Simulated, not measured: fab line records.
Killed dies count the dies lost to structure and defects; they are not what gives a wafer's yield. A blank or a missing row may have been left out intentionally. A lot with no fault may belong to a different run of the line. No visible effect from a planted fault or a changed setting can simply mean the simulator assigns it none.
fab line records	flow n5_finfet
record: lots: 4	wafers: 12	last_day: 15
route steps=1938 shown HKMG_FIN@394 BEOL_M4@1111 PASSIVATION@1936
lots untouched by any fault: they come from a run of this same line in which no faults occurred
start_h: start of the lot's first displayed wafer, in hours after the record's first day	wait_h: hours from the lot's prior step to this one	" repeats the value in the row above	L1.1+2: several wafers, shown together as one row	- no value present, or no start provided	* or withheld: withheld	< > ~ a bound
route shown NAME@n: NAME is a module with steps in the file, n the number in the route of the first one	usual: mean/standard deviation of fault-free wafers	same: alike in all rows	chamber/n: place in a boat	sites: the reading at each site	_std_site: the values' standard deviation	_edge_site: outer sites' mean less inner sites'	radius_mm: for every site, how far away it sits from the centre of the wafer	mask NAME#n: copy n	behind: the last tool/chamber to shape the wafer	hold: why the lot went on hold/how many hours it stayed there/how the hold came to an end	device: the n, p or np transistor that did not switch	end of line: the tests these same wafers got at the end of their route	where a step has no rows: the recipe by itself	killed: count of dies lost to structure and defects at first sort (not the wafer's yield)	map: per-die view of a wafer (x killed, . not killed, _ where there is no die)
set.NAME: setting as actually run; set.NAME@STEP: the setting as run at that earlier step	model.NAME: the simulator's own value behind a step, which no gauge read
lots seen at some steps along the route; tables by step, rows by wafer
services: when a tool's chamber went out of use (start_h, in hours from the record's first day, below 0 if earlier), for how many hours, and the reason
== steps ==
step: N5_HKMG_FIN_SOFTBAKE_44
recipe: temp_c: 110	time_s: 60	resist: CAR-ArF
step: N5_HKMG_FIN_EXPOSE_46
recipe: mask_id: NDIPOLE	na: 1.35	source_shape: conventional	sigma_outer: 0.8	polarization: unpolarized	dose_mj: 40
step: N5_HKMG_FIN_PEB_47
recipe: peb_temp_c: withheld	peb_time_s: 60	resist: CAR-ArF
step: N5_HKMG_FIN_DEVELOP_48
recipe: develop_time_s: 30	developer: TMAH	resist: CAR-ArF	rinse_liquid: diw	dry: air_spin	dev_temp_c: 23
step: N5_HKMG_FIN_DESCUM_53
recipe: chemistry: O2	time_s: 7.9	source_power_w: 50	bias_power_w: 20	pressure_mtorr: 20	rf_frequency_hz: 2.712e+07	temp_c: 40	resist: CAR-ArF	o2_flow_sccm: 225
step: N5_HKMG_FIN_ETCH_54
recipe: chemistry: CF4	target: SiARC	target_depth_a: 455	mask_material: CAR-ArF	time_s: 75.8	ion_energy_ev: 80	pressure_mtorr: 40	source_w: 545	bias_w: 36	Ar_flow_sccm: 100	cf4_flow_sccm: 100	ends: cleared
step: N5_HKMG_FIN_ETCH_55
recipe: chemistry: N2/H2	target: SOC	target_depth_a: 2400	temp_c: 40	time_s: 300	ion_energy_ev: 200	mask_material: SiARC	pressure_mtorr: 30	source_w: 840	bias_w: 150	n2_flow_sccm: 200	h2_flow_sccm: 200
step: N5_HKMG_FIN_STRIP_56
recipe: chemistry: N2/H2	temp_c: 40	n2_flow_sccm: 200	h2_flow_sccm: 200	rf_frequency_hz: 6e+07
step: N5_HKMG_FIN_STRIP_57
recipe: chemistry: CF4	resist: SiARC	power_w: 300	bias_power_w: 75	pressure_mtorr: 50	cf4_flow_sccm: 150	rf_frequency_hz: 6e+07
step: N5_HKMG_FIN_ETCH_58
recipe: chemistry: N2/H2	target: SOC	target_depth_a: 2158	ion_energy_ev: 50	bias_w: 13	time_s: 741	pressure_mtorr: 30	source_w: 875	n2_flow_sccm: 200	h2_flow_sccm: 200
usual: drypump_motor_current_A: 5.9/0.41	oes_product_au: 0.79/0.091	rf_vpp_V: 99.2/0.81	showerhead_plenum_p_Torr: 2.56/0.083	throttle_valve_pct: 17.66/0.23
lot.wafer	tool	chamber	start_h	wait_h	drypump_motor_current_A	oes_product_au	rf_hours_counter_h	rf_vpp_V	showerhead_plenum_p_Torr	throttle_valve_pct
L907.1	rie_diel-01	3	89.91	0.0	6.2	0.92	14	99.1	2.71	17.42
L907.5	"	2	"	"	5.6	0.78	-	98.2	2.55	17.48
L907.6	"	1	"	"	5.9	0.99	-	98.4	2.50	17.57
L915.1	rie_diel-01	3	140.43	0.0	6.2	0.88	33	100.8	2.70	17.45
L915.2	"	2	"	"	5.6	0.77	160	99.9	2.54	17.52
L915.5	"	0	"	"	6.2	0.69	-	99.5	2.61	17.65
L916.2	rie_diel-01	3	143.60	0.0	6.2	0.88	34	98.9	2.70	17.46
L916.4	"	2	"	"	5.6	0.77	161	99.8	2.54	17.52
L916.6	"	1	"	"	5.9	0.91	-	99.9	2.49	17.61
L923.1	rie_diel-03	3	187.07	0.0	6.3	0.69	246	99.6	2.51	18.20
L923.5	"	2	"	"	6.4	0.71	-	98.6	2.42	17.73
L923.6	"	3	"	"	6.3	0.69	-	99.0	2.51	18.22
step: N5_HKMG_FIN_STRIP_93
recipe: chemistry: N2/H2	material: SOC	time_s: 20	power_w: 500	temp_c: 40	pressure_mtorr: 50	rf_frequency_hz: 6e+07	bias_power_w: 8	h2_frac: 0.5	n2_flow_sccm: 300	h2_flow_sccm: 300
step: N5_HKMG_FIN_WET_ETCH_76
recipe: chemistry: dNH4OH	mix: 1:50	temp_c: 25	target: Al2O3	stop_on: La2O3	target_depth_nm: 2.25	dry: ipa_marangoni	rinse_time_s: 30	rinse_temp_c: 23
step: N5_HKMG_FIN_STRIP_60
recipe: chemistry: N2/H2	power_w: 2500	temp_c: 300	h2_frac: 0.65	time_s: 360	pressure_mtorr: withheld	n2_flow_sccm: 1750	h2_flow_sccm: 3250
step: N5_HKMG_FIN_WET_ETCH_77
recipe: chemistry: dHCl	mix: 1:10000	temp_c: 25	target: La2O3	stop_on: HfO2	target_depth_nm: 2
step: N5_HKMG_FIN_WET_ETCH_78
recipe: chemistry: dNH4OH	mix: 1:50	temp_c: 25	target: Al2O3	stop_on: La2O3	target_depth_nm: 4.5	dry: ipa_marangoni	rinse_time_s: 30	rinse_temp_c: 23
step: N5_HKMG_FIN_ALD_79
recipe: material: TiN	target_thk_a: 15	temp_c: 400	ald_precursor_family: TiCl4	ald_co_reactant: NH3	pulse_time_s: 1	purge_time_s: 3	co_reactant_purge_time_s: 2	co_reactant_pulse_time_s: 2	ald_cycles: 68	pressure_torr: 3
step: N5_HKMG_FIN_CVD_62
recipe: material: a-Si	target_thk_a: 30	temp_c: 500	precursor: Si2H6	pressure_torr: 1	time_s: 20.8
step: N5_HKMG_FIN_RTA_80
recipe: temp_c: withheld	time_s: 2	ambient: N2	idle_temp_c: 600	ramp_up_c_per_s: 150	ramp_down_c_per_s: 60	cool_to_c: 600
step: N5_HKMG_FIN_PRECLEAN_64
recipe: chemistry: dHF	time_s: 30	temp_c: 25	dilution: withheld
step: N5_HKMG_FIN_WET_ETCH_65
recipe: chemistry: TMAH	temp_c: 70	conc_wt_pct: 5	target: a-Si	stop_on: TiN	time_s: 49	target_depth_nm: 3
step: N5_HKMG_FIN_WET_ETCH_81
recipe: chemistry: SC1	target: TiN	stop_on: HfO2	mix: 1:1:5	temp_c: 60	time_s: 57	target_depth_nm: 6
step: N5_HKMG_FIN_WET_ETCH_82
recipe: chemistry: dHCl	mix: 1:10000	temp_c: 25	target: La2O3	stop_on: HfO2	target_depth_nm: 2	dry: ipa_marangoni	rinse_time_s: 30	rinse_temp_c: 23
step: N5_HKMG_FIN_ALD_36
recipe: material: TiN	target_thk_a: 10	temp_c: 400	ald_precursor_family: TiCl4	ald_co_reactant: NH3	pulse_time_s: 1	purge_time_s: 3	co_reactant_purge_time_s: 2	co_reactant_pulse_time_s: 2	ald_cycles: 47	pressure_torr: 3
step: N5_HKMG_FIN_PWFM_ALD_03
recipe: material: TiN	target_thk_a: 20	temp_c: 400	ald_precursor_family: TiCl4	ald_co_reactant: NH3	pulse_time_s: 1	purge_time_s: 3	co_reactant_purge_time_s: 2	co_reactant_pulse_time_s: 2	ald_cycles: 91	pressure_torr: 3
step: N5_HKMG_FIN_COAT_29
recipe: resist: SOC	temp_c: 250	time_s: 60	spin_rpm: 1500	resist_thk_nm: 300
step: N5_HKMG_FIN_COAT_30
recipe: resist: SiARC	temp_c: 220	time_s: 60	spin_rpm: 1500	resist_thk_nm: 35
step: N5_HKMG_FIN_COAT_06
recipe: resist: CAR-ArF	spin_rpm: 1500	resist_thk_nm: 90
step: N5_HKMG_FIN_EBR_08
recipe: solvent: PGMEA	ebr_width_mm: 1.5
step: N5_HKMG_FIN_SOFTBAKE_07
recipe: temp_c: 110	time_s: 60	resist: CAR-ArF
step: N5_HKMG_FIN_EXPOSE_09
recipe: mask_id: NWFM	na: 1.35	source_shape: conventional	sigma_outer: 0.8	polarization: unpolarized	dose_mj: 39.25
step: N5_HKMG_FIN_PEB_10
recipe: peb_temp_c: withheld	peb_time_s: 60	resist: CAR-ArF
step: N5_HKMG_FIN_DEVELOP_11
recipe: develop_time_s: 30	developer: TMAH	resist: CAR-ArF	dev_temp_c: 23	rinse_liquid: diw	dry: air_spin
step: N5_HKMG_FIN_INSPECT_14
recipe: mode: adi	inspect_instrument: macro
usual: raw_defect_count: 2.0/1.3
lot.wafer	tool	chamber	start_h	wait_h	raw_defect_count
L907.1	defect_inspect-01	-	92.94	0.0	0
L907.5	"	-	"	"	3
L907.6	"	-	"	"	1
L915.1	defect_inspect-02	-	143.47	0.0	>300
L915.2	"	-	"	"	>300
L915.5	"	-	"	"	>300
L916.2	defect_inspect-02	-	147.84	0.0	>300
L916.4	"	-	"	"	>300
L916.6	"	-	"	"	>300
L923.1	defect_inspect-02	-	190.30	0.0	5
L923.5	"	-	"	"	3
L923.6	"	-	"	"	2
step: N5_HKMG_FIN_DESCUM_17
recipe: chemistry: O2	time_s: 7.9	source_power_w: 50	bias_power_w: 20	pressure_mtorr: 20	rf_frequency_hz: 2.712e+07	temp_c: 40	resist: CAR-ArF	o2_flow_sccm: 225
step: N5_BEOL_M4_RC_MEAS_101
usual: DIBL_N: 36.4/1.2	DIBL_P: 36.1/1.6	IOFF_N: 0.156/0.024	IOFF_P: 0.21/0.031	ION_N: 674/11	ION_P: 463/6.9	SS_N: 71.5/0.5	SS_P: 73.2/0.55	VT_N: 250.0/2.9	VT_P: -250/3.6
lot.wafer	tool	chamber	start_h	wait_h	DIBL_N[mV/V]	DIBL_P[mV/V]	IOFF_N[nA/um]	IOFF_P[nA/um]	ION_N[uA/um]	ION_P[uA/um]	SS_N[mV/dec]	SS_P[mV/dec]	VT_N[mV]	VT_P[mV]
L907.1	prober-02	0	174.27	0.0	35.8	36.7	0.163	0.19	665	449	71.5	73.8	248.6	-254
L907.5	"	0	"	"	36.0	36.5	0.157	0.19	672	458	71.7	74.4	250.7	-254
L907.6	"	0	"	"	35.5	36.7	0.159	0.20	675	458	71.4	73.6	247.7	-253
L916.2	prober-01	0	227.44	0.2	35.3	34.5	0.137	0.20	660	460	71.8	72.8	252.2	-252
L916.4	"	0	"	"	33.5	31.6	0.109	0.17	656	457	70.6	71.7	255.9	-253
L916.6	"	0	"	"	35.7	34.9	0.156	0.21	666	457	71.6	73.5	250.9	-250
L915.1	prober-02	0	232.40	0.0	39.6	39.9	0.216	0.30	697	481	71.5	73.4	246.6	-245
L915.2	"	0	"	"	38.9	38.7	0.189	0.25	686	472	72.1	73.6	247.5	-247
L915.5	"	0	"	"	38.9	38.0	0.180	0.25	675	465	72.3	73.4	249.4	-246
L923.1	prober-01	0	276.79	0.0	37.9	36.7	0.178	0.24	684	469	72.1	74.2	249.4	-247
L923.5	"	0	"	"	35.7	33.8	0.141	0.20	665	464	71.8	72.6	247.6	-250
L923.6	"	0	"	"	36.7	35.3	0.153	0.23	662	464	71.7	73.0	249.8	-246
step: N5_PASSIVATION_PROBE_49
usual: defect_limited_yield: 91.4/1.5	killed_at_M0_to_M3: 31/11	killed_at_M4_up: 13/5.5	killed_at_contacts: 13/6.3	killed_at_front_end: 40/13	killed_at_other: 3.3/2.6	killed_dies: 101/18	killed_on_rim: 13/4	killed_open: 67/13	killed_short: 33/7.9	sort_bin_5_function: 5.1/1	sort_bin_6_memory: 3.2/0.68	sort_n_pass: 1079/18	sort_yield_pct: 91.4/1.5
same: gross_dies: 1180	killed_at_back_side: 0	sort_bin_4_leakage[%]: 0	sort_bin_8_speed[%]: 0
lot.wafer	tool	chamber	start_h	wait_h	defect_limited_yield[%]	killed_at_M0_to_M3	killed_at_M4_up	killed_at_contacts	killed_at_front_end	killed_at_other	killed_dies	killed_on_rim	killed_open	killed_short	sort_bin_5_function[%]	sort_bin_6_memory[%]	sort_n_pass	sort_yield_pct[%]
L907.1	prober-02	-	270.59	0.0	92.1	26	13	9	41	4	93	12	53	39	4.7	3.0	1087	92.1
L907.5	prober-02	-	270.79	0.2	91.0	26	13	6	58	3	106	10	71	35	5.1	3.7	1074	91.0
L907.6	prober-02	-	270.84	0.3	87.0	28	13	21	88	3	153	25	114	39	8.0	4.8	1027	87.0
L915.1	prober-01	-	331.20	0.0	81.1	37	8	23	149	6	223	35	74	36	12.4	4.1	957	81.1
L915.2	prober-01	-	331.25	0.1	86.6	29	17	18	90	4	158	28	61	35	8.6	3.0	1022	86.6
L915.5	prober-01	-	331.40	0.2	81.1	38	13	16	146	10	223	12	64	29	12.9	3.5	957	81.1
L916.2	prober-02	-	333.43	0.1	85.3	14	6	12	139	3	174	28	39	28	9.5	2.9	1006	85.3
L916.4	prober-02	-	333.53	0.2	84.7	34	16	17	108	6	181	25	80	35	10.2	3.7	999	84.7
L916.6	prober-02	-	333.63	0.3	89.7	11	10	18	78	4	121	25	47	21	6.4	2.5	1059	89.7
killed by level:class
L907.1 FIN_SAQP:geometric_particle:short=14 FIN_SAQP:geometric_particle:open=14 BEOL_M2:geometric_particle:open=8 BEOL_M4:geometric_particle:open=7 BEOL_M0_SAQP:geometric_particle:open=6 GATE_CUT:geometric_particle:short=6 MOL_CONTACT_COAG:geometric_particle:short=5 MOL_CONTACT_COAG:geometric_particle:open=4
L907.5 FIN_SAQP:geometric_particle:open=29 FIN_SAQP:geometric_particle:short=12 BEOL_M2:geometric_particle:open=7 MOL_CONTACT_COAG:geometric_particle:open=5 BEOL_M0_SAQP:geometric_particle:short=5 GATE_CUT:geometric_particle:short=4 BEOL_M1:geometric_particle:open=4 SPACER0:geometric_particle:open=3
L907.6 FIN_SAQP:geometric_particle:open=47 MOL_CONTACT_COAG:geometric_particle:open=19 FIN_SAQP:geometric_particle:short=16 BEOL_M0:geometric_particle:open=7 GATE_CUT:geometric_particle:short=5 BEOL_M0_SAQP:geometric_particle:short=5 BEOL_M4:geometric_particle:open=5 FIN_CUT:geometric_particle:open=4
L915.1 HKMG_FIN:unspecified=113 MOL_CONTACT_COAG:geometric_particle:open=18 DUMMY_GATE:geometric_particle:open=10 BEOL_M0_SAQP:geometric_particle:open=8 BEOL_M2:geometric_particle:open=7 BEOL_M1:geometric_particle:open=6 BEOL_M0_SAQP:geometric_particle:short=6 DUMMY_GATE:geometric_particle:short=5
L915.2 HKMG_FIN:unspecified=62 MOL_CONTACT_COAG:geometric_particle:open=13 BEOL_M0_SAQP:geometric_particle:short=9 BEOL_M4:geometric_particle:open=8 BEOL_M2:geometric_particle:open=8 DUMMY_GATE:geometric_particle:open=5 MOL_CONTACT_COAG:geometric_particle:short=5 BEOL_M0_SAQP:geometric_particle:open=5
L915.5 HKMG_FIN:unspecified=130 MOL_CONTACT_COAG:geometric_particle:open=14 BEOL_M2:geometric_particle:open=12 BEOL_M4:geometric_particle:open=10 BEOL_M0_SAQP:geometric_particle:open=6 BEOL_M0_SAQP:geometric_particle:short=6 BEOL_M1:geometric_particle:open=6 PASS1_CAP:geometric_particle:open=4
L916.2 HKMG_FIN:unspecified=107 FIN_SAQP:geometric_particle:short=11 MOL_CONTACT_COAG:geometric_particle:open=11 STI_FIN_REVEAL:geometric_particle:open=9 GATE_CUT:geometric_particle:short=4 BEOL_M2:geometric_particle:open=4 FIN_SAQP:geometric_particle:open=3 BEOL_M0_SAQP:geometric_particle:short=3
L916.4 HKMG_FIN:unspecified=66 MOL_CONTACT_COAG:geometric_particle:open=17 FIN_SAQP:geometric_particle:open=15 FIN_SAQP:geometric_particle:short=10 BEOL_M0_SAQP:geometric_particle:short=8 BEOL_M3:geometric_particle:open=8 BEOL_M5:geometric_particle:open=6 BEOL_M0:geometric_particle:open=5
L916.6 HKMG_FIN:unspecified=53 MOL_CONTACT_COAG:geometric_particle:open=17 FIN_SAQP:geometric_particle:short=6 STI_FIN_REVEAL:geometric_particle:open=4 FIN_SAQP:geometric_particle:open=3 BEOL_M0:geometric_particle:open=3 BEOL_M2:geometric_particle:open=3 BEOL_M3:geometric_particle:open=3
map L915.1 (x killed, . not)
_________________............________________
______________........x......x.x_____________
___________.x...x......x..........x__________
__________............x............._________
________.......x......................_______
_______.x..x.........x...xx...........x______
______.............x....x..............._____
_____.................x......x..........x____
____.....xx...x..............x....x..x....___
___.x..x..x........x....x..........xx..xxxx__
___.....................x........x.xxxxxxxx__
__.........................x.x...x.xxxxxxxxx_
__.....x.x...............x....x..xxxxxxxxxxx_
_........xxx...........xx.........xxxxxxxxxxx
_.........................x.x..xx.xxxxxxxxxxx
_...........................x.x.x.xxxxxxxxxxx
_........x.x..x........x.....x.x...xxxxxxxxxx
_................x....x......x...xxxxxxxxxxxx
_......x.x.........xx.............xxxxxxxxx.x
_x..x..............x.........x......xxx..xxxx
_..x..x....x.x..................x...x..x.x.x.
__x.........x..............................x_
__......x.......................x.x........x_
___.............x......x..............x....__
___.........x.....x........................__
____....x..............................x.x___
_____.....x...........x..xx.............x____
______.............x..............x....._____
_______x........x.x....................______
________..x..................x........_______
__________.........xx.x.........x..._________
___________.x..x..x..x..........x..__________
______________........x........._____________
_________________..x........x________________
map L916.4 (x killed, . not)
_________________.........x..________________
______________.......x........x._____________
___________............x..x........__________
__________......x.x.x.....x........._________
________xx.......x........x..........._______
_______xxxxx...............x...........______
______xxxxxxx......x......x......x...x.._____
_____xxxxxxxx...x...x..xx............x...____
____xxxxxxxxx..x..........................___
___xxxxxxxxx..............x..........x.....__
___xxxxxxxx..x.......x....x.x..............__
__xxxxxxxx......x......x....x.x..x...x......_
__xxxxxxxx.xx..........x...x.x.............._
_x.x..x.x.........x.x..x.x..x.........x......
_.x..x...............x.x.....x......x....x...
_.....x.......................x........x.....
_.........x.x....x..................xx.......
_...x........................x..x..........xx
_...........x............x..............x....
_.x......x....................x........x.xx..
_...x........x...............x...............
__......x...x........x.....x................_
__.......................x......x......x...._
___.....x..........x.........x...x.........__
___x.x......x..............x...............__
____....x..x.x..................x.....x...___
_____.........................x..........____
______.....x.....x...x..........x......._____
_______...................x..........x.______
________...x.......x.................._______
__________x.x.........x.........x..._________
___________........x...............__________
______________.................._____________
_________________x..........x________________
== services ==
tool	chamber	start_h	hours	kind
rie_diel-01	1	67.05	-	clean
rie_diel-01	1	67.05	-	consumable_replace:focus_ring
rie_diel-01	1	67.05	21.3	scheduled_down
rie_diel-01	1	67.05	21.3	vent_cycle
rie_diel-03	-	72.00	15.6	pm
rie_diel-01	1	121.69	7.3	repair
rie_diel-01	0	144.08	-	clean
rie_diel-01	0	144.08	-	consumable_replace:focus_ring
rie_diel-01	0	144.08	27.9	scheduled_down
rie_diel-01	0	144.08	27.9	vent_cycle
rie_diel-03	0	165.62	14.4	repair
rie_diel-01	1	172.82	7.6	repair
rie_diel-03	0	180.07	-	clean
rie_diel-03	0	180.07	-	consumable_replace:focus_ring
rie_diel-03	0	180.07	19.5	scheduled_down
rie_diel-03	0	180.07	19.5	vent_cycle
== key ==
first_sign: step: N5_HKMG_FIN_INSPECT_14	reading: raw_defect_count	direction: up	sigmas: 99+	usual: 2.0	struck: >300
effect: step: N5_PASSIVATION_PROBE_49	reading: killed_at_front_end	direction: up	sigmas: 6.2	usual: 40	struck: 118
more_kills_born_at: N5_HKMG_FIN_ETCH_58@rie_diel-01: 531
met_at N5_HKMG_FIN_ETCH_58
struck_wafers L915.1,L915.2,L915.5,L916.2,L916.4,L916.6
onset_between 89.91 140.43
fault: kind: chamber_particle_source	tool: rie_diel-01	chamber: -	onset_h: 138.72	steps: N5_HKMG_FIN_ETCH_58	rate_per_visit_cm2: 0.96109	end_h: 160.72
